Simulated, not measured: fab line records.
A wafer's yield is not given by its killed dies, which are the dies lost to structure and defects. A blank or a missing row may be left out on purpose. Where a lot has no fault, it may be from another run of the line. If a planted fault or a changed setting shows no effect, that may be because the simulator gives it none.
Matching of chambers | flow n5 finfet | pecvd-02 running N5_FIN_SAQP_PECVD_48: 3 sister chambers
The step deposits SiNx from SiH4/NH3/N2, target thk 25 nm, time 22.1 s. 20 wafers are shown with their chamber, then 10 later ones without.

## EACH WAFER AND ITS CHAMBER
wafer  | chamber | showerhead plenum p Torr (Torr) | heater power w (W) | throttle valve pct (%)
L076.2 | 1       | 5.09                            | 677                | 40.3
L076.3 | 2       | 5.06                            | 694                | 41.1
L076.6 | 1       | 5.08                            | 713                | 40.7
L077.3 | 1       | 5.07                            | 751                | 40.4
L077.5 | 1       | 5.08                            | 765                | 40.4
L077.6 | 0       | 5.16                            | 873                | 40.3
L078.2 | 0       | 5.21                            | 878                | 40.1
L078.3 | 1       | 5.07                            | 825                | 40.7
L078.4 | 2       | 5.07                            | 752                | 40.9
L079.1 | 1       | 5.07                            | 791                | 40.4
L079.2 | 2       | 5.07                            | 792                | 40.8
L079.6 | 1       | 5.06                            | 813                | 40.6
L085.2 | 0       | 5.20                            | 943                | 40.1
L085.4 | 2       | 5.07                            | 755                | 41.1
L085.5 | 2       | 5.07                            | 766                | 41.2
L088.1 | 1       | 5.07                            | 786                | 40.9
L088.5 | 1       | 5.07                            | 780                | 40.4
L088.6 | 0       | 5.19                            | 947                | 40.8
L089.1 | 0       | 5.19                            | 863                | 40.6
L089.2 | 2       | 5.08                            | 632                | 41.2

SIGNATURES (averages over the wafers above)
reading                  | chamber 0 | chamber 1 | chamber 2 | scatter within a chamber
showerhead plenum p Torr | 5.1900    | 5.0733    | 5.0700    | 0.0114
heater power w           | 900.80    | 766.78    | 731.83    | 49.5
throttle valve pct       | 40.380    | 40.533    | 41.050    | 0.223
Rule: for a wafer and a chamber, the distance is found by dividing, reading by reading, the gap between the wafer's reading and the chamber's mean by the reading's scatter, squaring, summing and taking the root. The wafer belongs to the nearest chamber; if the next one is less than 2 further off, it can't be placed. How the scatter is found: for the shown wafers, subtract from each reading the mean of its chamber, square and add these, divide the total by (wafers less chambers), then take the root.

## WAFERS WITHOUT THEIR CHAMBER
wafer  | showerhead plenum p Torr (Torr) | heater power w (W) | throttle valve pct (%)
L089.3 | 5.06                            | 819                | 40.6
L092.1 | 5.08                            | 713                | 40.9
L092.2 | 5.08                            | 816                | 40.8
L092.4 | 5.20                            | 924                | 40.7
L095.2 | 5.18                            | 770                | 40.9
L095.5 | 5.19                            | 794                | 40.8
L095.6 | 5.08                            | 727                | 40.8
L096.4 | 5.07                            | 721                | 40.4
L096.5 | 5.19                            | 804                | 41.0
L096.6 | 5.08                            | 749                | 41.0

## CHAMBER TAKEN BY EACH
wafer  | from the rows above     | in truth
L089.3 | can't be placed: 1 or 2 | 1
L092.1 | can't be placed: 2 or 1 | 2
L092.2 | can't be placed: 1 or 2 | 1
L092.4 | 0                       | 0
L095.2 | 0                       | 0
L095.5 | 0                       | 0
L095.6 | can't be placed: 2 or 1 | 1
L096.4 | can't be placed: 1 or 2 | 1
L096.5 | 0                       | 0
L096.6 | can't be placed: 2 or 1 | 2
Placed correctly: 4 of 10. Cannot be placed on the basis of these rows: 6; the candidates contain the true chamber in 6. Wrongly placed: 0.
